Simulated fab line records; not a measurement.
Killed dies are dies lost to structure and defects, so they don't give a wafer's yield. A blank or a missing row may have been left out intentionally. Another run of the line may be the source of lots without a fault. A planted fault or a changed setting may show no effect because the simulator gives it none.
Matching of chambers :: flow n5-finfet :: cmp-01 running N5_BEOL_M6_CMP_52: 4 sister chambers
The step polishes, stops on SiCOH lowk, t overpolish 6.9 s, target thk 80 nm. 4 wafers are shown with their chamber, then 12 later ones without.

## EACH WAFER AND ITS CHAMBER
wafer: L083.1
chamber: 2
motor-current-A (A): 6.0

wafer: L086.1
chamber: 1
motor-current-A (A): 6.5

wafer: L086.2
chamber: 3
motor-current-A (A): 6.2

wafer: L086.3
chamber: 0
motor-current-A (A): 5.7

## WAFERS MISSING THEIR CHAMBER
wafer: L088.2
motor-current-A (A): 6.4

wafer: L088.3
motor-current-A (A): 5.8

wafer: L088.6
motor-current-A (A): 6.1

wafer: L093.1
motor-current-A (A): 6.3

wafer: L093.2
motor-current-A (A): 6.6

wafer: L093.3
motor-current-A (A): 6.0

wafer: L096.1
motor-current-A (A): 6.5

wafer: L096.2
motor-current-A (A): 5.9

wafer: L096.6
motor-current-A (A): 6.2

wafer: L097.1
motor-current-A (A): 6.2

wafer: L097.3
motor-current-A (A): 6.1

wafer: L097.6
motor-current-A (A): 6.1

## THE CHAMBER EACH PASSED THROUGH
wafer: L088.2
from the rows above: can't be placed: 1 or 3
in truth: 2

wafer: L088.3
from the rows above: can't be placed: 0 or 2
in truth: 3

wafer: L088.6
from the rows above: can't be placed: 2 or 3
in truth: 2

wafer: L093.1
from the rows above: can't be placed: 3 or 1
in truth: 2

wafer: L093.2
from the rows above: 1
in truth: 1

wafer: L093.3
from the rows above: 2
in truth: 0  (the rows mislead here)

wafer: L096.1
from the rows above: 1
in truth: 1

wafer: L096.2
from the rows above: can't be placed: 2 or 0
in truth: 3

wafer: L096.6
from the rows above: 3
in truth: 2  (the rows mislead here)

wafer: L097.1
from the rows above: 3
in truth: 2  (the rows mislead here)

wafer: L097.3
from the rows above: can't be placed: 2 or 3
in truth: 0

wafer: L097.6
from the rows above: can't be placed: 2 or 3
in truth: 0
Correctly placed: 2 of 12. These rows do not allow placing 7 (true chamber among the candidates in 1). Placed wrongly: 3.
How it was worked out, from the rows above alone: a wafer's distance from a chamber is the root of the sum, over the readings, of the square of ((its reading less the chamber's mean) divided by the reading's scatter). The wafer belongs to the nearest chamber; if the next one is less than 2 further off, it can't be placed. For every chamber, the mean is computed from those of its wafers that are shown. The scatter: root of mean squared gap, hidden wafer to nearest shown wafer, with one shown wafer a chamber.
